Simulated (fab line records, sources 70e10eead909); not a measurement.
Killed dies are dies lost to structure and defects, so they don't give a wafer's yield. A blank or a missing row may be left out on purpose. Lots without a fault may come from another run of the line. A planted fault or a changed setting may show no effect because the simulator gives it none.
Chamber matching | flow nand_harc | NHARC_A_CHANNEL_FILL_D1_STRIP_28 on rie_diel-11: 4 sister chambers
The step strips in O2, time 20 s. 22 wafers are shown with their chamber, then 11 later ones without.

WAFERS WITH THEIR CHAMBER
wafer  | chamber | drypump_motor_current_A (A) | oes_product_au (a.u.) | o2_flow_sccm (sccm)
L076.2 | 1       | 5.6                         | 0.976                 | 499.9
L076.3 | 2       | 5.5                         | 0.993                 | 498.4
L076.6 | 1       | 5.6                         | 0.976                 | 501.3
L078.2 | 2       | 5.5                         | 0.985                 | 496.7
L078.3 | 1       | 5.6                         | 0.988                 | 500.8
L078.5 | 2       | 5.5                         | 1.003                 | 498.1
L079.3 | 3       | 5.0                         | 1.002                 | 500.0
L079.4 | 2       | 5.6                         | 0.988                 | 500.1
L079.5 | 0       | 5.3                         | 1.003                 | 500.8
L081.2 | 3       | 5.0                         | 1.005                 | 501.5
L081.4 | 2       | 5.5                         | 0.996                 | 502.0
L081.6 | 1       | 5.6                         | 0.984                 | 501.6
L083.1 | 0       | 5.2                         | 1.002                 | 499.5
L083.2 | 3       | 5.0                         | 0.999                 | 499.9
L083.3 | 1       | 5.6                         | 0.992                 | 499.3
L087.1 | 2       | 5.5                         | 1.000                 | 501.1
L087.3 | 1       | 5.6                         | 0.998                 | 500.5
L087.6 | 2       | 5.5                         | 0.993                 | 501.5
L088.2 | 0       | 5.3                         | 1.006                 | 500.4
L088.5 | 0       | 5.3                         | 1.009                 | 501.3
L088.6 | 3       | 5.0                         | 0.997                 | 503.6
L089.1 | 0       | 5.2                         | 0.999                 | 499.9

SIGNATURES (means of the wafers above)
reading                 | chamber 0 | chamber 1 | chamber 2 | chamber 3 | scatter within a chamber
drypump_motor_current_A | 5.260     | 5.600     | 5.514     | 5.000     | 0.0338
oes_product_au          | 1.00380   | 0.98567   | 0.99400   | 1.00075   | 0.00634
o2_flow_sccm            | 500.380   | 500.567   | 499.700   | 501.250   | 1.46
Rule: a wafer's distance from a chamber is the root of the sum, over the readings, of the square of ((its reading less the chamber's mean) divided by the reading's scatter). The wafer belongs to the nearest chamber; if the next one is less than 2 further off, it can't be placed. The scatter: the root of (the sum of the squares of (reading less its chamber's mean) over the shown wafers, divided by (wafers less chambers)).

WAFERS WITHOUT THEIR CHAMBER
wafer  | drypump_motor_current_A (A) | oes_product_au (a.u.) | o2_flow_sccm (sccm)
L089.2 | 5.5                         | 0.989                 | 502.7
L089.6 | 5.0                         | 1.001                 | 498.0
L094.3 | 5.5                         | 1.004                 | 499.6
L094.4 | 5.0                         | 0.999                 | 499.7
L094.5 | 5.6                         | 0.995                 | 500.7
L096.3 | 5.3                         | 1.014                 | 500.3
L096.5 | 5.2                         | 1.004                 | 500.6
L096.6 | 5.6                         | 0.987                 | 500.4
L097.2 | 5.3                         | 1.001                 | 499.0
L097.5 | 5.2                         | 1.004                 | 499.0
L097.6 | 5.0                         | 0.997                 | 498.7

WHICH CHAMBER EACH WENT THROUGH
wafer  | from the rows above     | in truth
L089.2 | can't be placed: 2 or 1 | 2
L089.6 | 3                       | 3
L094.3 | 2                       | 2
L094.4 | 3                       | 3
L094.5 | can't be placed: 1 or 2 | 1
L096.3 | 0                       | 0
L096.5 | 0                       | 0
L096.6 | 1                       | 1
L097.2 | 0                       | 0
L097.5 | 0                       | 0
L097.6 | 3                       | 3
Placed correctly: 9 of 11. Can't be placed from these rows: 2 (the true chamber is among the candidates in 2). Placed wrongly: 0.
